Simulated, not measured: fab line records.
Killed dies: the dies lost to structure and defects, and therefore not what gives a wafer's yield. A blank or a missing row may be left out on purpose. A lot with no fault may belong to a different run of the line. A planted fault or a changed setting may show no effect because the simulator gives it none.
Chamber matching || flow n5Finfet || 3 sister chambers for N5_FIN_SAQP_PECVD_06 on pecvd-04
The step deposits a-Si from SiH4/He, target thk 60 nm, time 48.1 s. 22 wafers are shown with their chamber, then 11 later ones without.

== WAFERS, EACH WITH ITS CHAMBER ==
{"wafer": "L075.1", "chamber": 0, "throttleValvePct (%)": 17.2, "heaterPowerW (W)": 677, "rfFwdPowerW (W)": 98.9}
{"wafer": "L075.2", "chamber": 1, "throttleValvePct (%)": 17.0, "heaterPowerW (W)": 945, "rfFwdPowerW (W)": 99.5}
{"wafer": "L075.5", "chamber": 0, "throttleValvePct (%)": 17.5, "heaterPowerW (W)": 705, "rfFwdPowerW (W)": 98.9}
{"wafer": "L077.3", "chamber": 0, "throttleValvePct (%)": 17.3, "heaterPowerW (W)": 681, "rfFwdPowerW (W)": 98.7}
{"wafer": "L077.5", "chamber": 2, "throttleValvePct (%)": 16.6, "heaterPowerW (W)": 1065, "rfFwdPowerW (W)": 99.4}
{"wafer": "L077.6", "chamber": 0, "throttleValvePct (%)": 17.4, "heaterPowerW (W)": 687, "rfFwdPowerW (W)": 98.4}
{"wafer": "L078.1", "chamber": 0, "throttleValvePct (%)": 17.4, "heaterPowerW (W)": 714, "rfFwdPowerW (W)": 99.0}
{"wafer": "L078.4", "chamber": 0, "throttleValvePct (%)": 17.3, "heaterPowerW (W)": 727, "rfFwdPowerW (W)": 99.1}
{"wafer": "L078.5", "chamber": 1, "throttleValvePct (%)": 17.1, "heaterPowerW (W)": 814, "rfFwdPowerW (W)": 99.4}
{"wafer": "L080.2", "chamber": 1, "throttleValvePct (%)": 17.2, "heaterPowerW (W)": 952, "rfFwdPowerW (W)": 99.7}
{"wafer": "L080.5", "chamber": 0, "throttleValvePct (%)": 17.5, "heaterPowerW (W)": 703, "rfFwdPowerW (W)": 99.0}
{"wafer": "L080.6", "chamber": 1, "throttleValvePct (%)": 16.8, "heaterPowerW (W)": 938, "rfFwdPowerW (W)": 99.2}
{"wafer": "L082.1", "chamber": 0, "throttleValvePct (%)": 17.5, "heaterPowerW (W)": 657, "rfFwdPowerW (W)": 99.0}
{"wafer": "L082.3", "chamber": 2, "throttleValvePct (%)": 16.5, "heaterPowerW (W)": 894, "rfFwdPowerW (W)": 99.2}
{"wafer": "L082.5", "chamber": 0, "throttleValvePct (%)": 17.5, "heaterPowerW (W)": 697, "rfFwdPowerW (W)": 98.7}
{"wafer": "L083.2", "chamber": 1, "throttleValvePct (%)": 16.8, "heaterPowerW (W)": 970, "rfFwdPowerW (W)": 99.7}
{"wafer": "L083.5", "chamber": 1, "throttleValvePct (%)": 17.1, "heaterPowerW (W)": 956, "rfFwdPowerW (W)": 99.5}
{"wafer": "L083.6", "chamber": 0, "throttleValvePct (%)": 17.3, "heaterPowerW (W)": 773, "rfFwdPowerW (W)": 99.2}
{"wafer": "L084.1", "chamber": 0, "throttleValvePct (%)": 17.6, "heaterPowerW (W)": 749, "rfFwdPowerW (W)": 98.7}
{"wafer": "L084.3", "chamber": 2, "throttleValvePct (%)": 16.7, "heaterPowerW (W)": 1007, "rfFwdPowerW (W)": 99.4}
{"wafer": "L084.6", "chamber": 1, "throttleValvePct (%)": 17.3, "heaterPowerW (W)": 897, "rfFwdPowerW (W)": 99.9}
{"wafer": "L085.2", "chamber": 1, "throttleValvePct (%)": 16.9, "heaterPowerW (W)": 916, "rfFwdPowerW (W)": 99.5}

SIGNATURES, as means of the wafers listed above
{"reading": "throttleValvePct", "chamber 0": 17.409, "chamber 1": 17.025, "chamber 2": 16.600, "scatter within a chamber": 0.146}
{"reading": "heaterPowerW", "chamber 0": 706.36, "chamber 1": 923.50, "chamber 2": 988.67, "scatter within a chamber": 48}
{"reading": "rfFwdPowerW", "chamber 0": 98.873, "chamber 1": 99.550, "chamber 2": 99.333, "scatter within a chamber": 0.214}
Rule: for each reading, subtract the chamber's mean from the wafer's reading, divide by that reading's scatter and square the result; add these up over the readings and take the root, which gives the wafer's distance from the chamber. If the next closest chamber is less than 2 further off than the closest, the wafer can't be placed; otherwise it belongs to the closest. How the scatter is found: for the shown wafers, subtract from each reading the mean of its chamber, square and add these, divide the total by (wafers less chambers), then take the root.

== WAFERS WITHOUT THEIR CHAMBER ==
{"wafer": "L085.5", "throttleValvePct (%)": 16.9, "heaterPowerW (W)": 1011, "rfFwdPowerW (W)": 98.8}
{"wafer": "L085.6", "throttleValvePct (%)": 17.5, "heaterPowerW (W)": 739, "rfFwdPowerW (W)": 99.1}
{"wafer": "L091.3", "throttleValvePct (%)": 16.7, "heaterPowerW (W)": 889, "rfFwdPowerW (W)": 99.8}
{"wafer": "L091.4", "throttleValvePct (%)": 17.2, "heaterPowerW (W)": 950, "rfFwdPowerW (W)": 99.0}
{"wafer": "L091.6", "throttleValvePct (%)": 17.5, "heaterPowerW (W)": 780, "rfFwdPowerW (W)": 98.6}
{"wafer": "L094.1", "throttleValvePct (%)": 17.7, "heaterPowerW (W)": 761, "rfFwdPowerW (W)": 99.0}
{"wafer": "L094.2", "throttleValvePct (%)": 16.9, "heaterPowerW (W)": 928, "rfFwdPowerW (W)": 99.3}
{"wafer": "L094.3", "throttleValvePct (%)": 16.8, "heaterPowerW (W)": 1043, "rfFwdPowerW (W)": 99.5}
{"wafer": "L096.1", "throttleValvePct (%)": 17.0, "heaterPowerW (W)": 998, "rfFwdPowerW (W)": 99.4}
{"wafer": "L096.3", "throttleValvePct (%)": 16.7, "heaterPowerW (W)": 972, "rfFwdPowerW (W)": 99.3}
{"wafer": "L096.4", "throttleValvePct (%)": 17.6, "heaterPowerW (W)": 663, "rfFwdPowerW (W)": 99.2}

== EACH ONE'S CHAMBER ==
{"wafer": "L085.5", "from the rows above": "can't be placed: 2 or 1", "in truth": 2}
{"wafer": "L085.6", "from the rows above": 0, "in truth": 0}
{"wafer": "L091.3", "from the rows above": "can't be placed: 1 or 2", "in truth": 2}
{"wafer": "L091.4", "from the rows above": "can't be placed: 1 or 2", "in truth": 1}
{"wafer": "L091.6", "from the rows above": 0, "in truth": 0}
{"wafer": "L094.1", "from the rows above": 0, "in truth": 0}
{"wafer": "L094.2", "from the rows above": "can't be placed: 1 or 2", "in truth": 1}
{"wafer": "L094.3", "from the rows above": "can't be placed: 2 or 1", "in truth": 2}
{"wafer": "L096.1", "from the rows above": "can't be placed: 1 or 2", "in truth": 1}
{"wafer": "L096.3", "from the rows above": "can't be placed: 2 or 1", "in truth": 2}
{"wafer": "L096.4", "from the rows above": 0, "in truth": 0}
Correctly placed: 4 of 11. These rows do not allow placing 7 (true chamber among the candidates in 7). Number placed wrongly: 0.
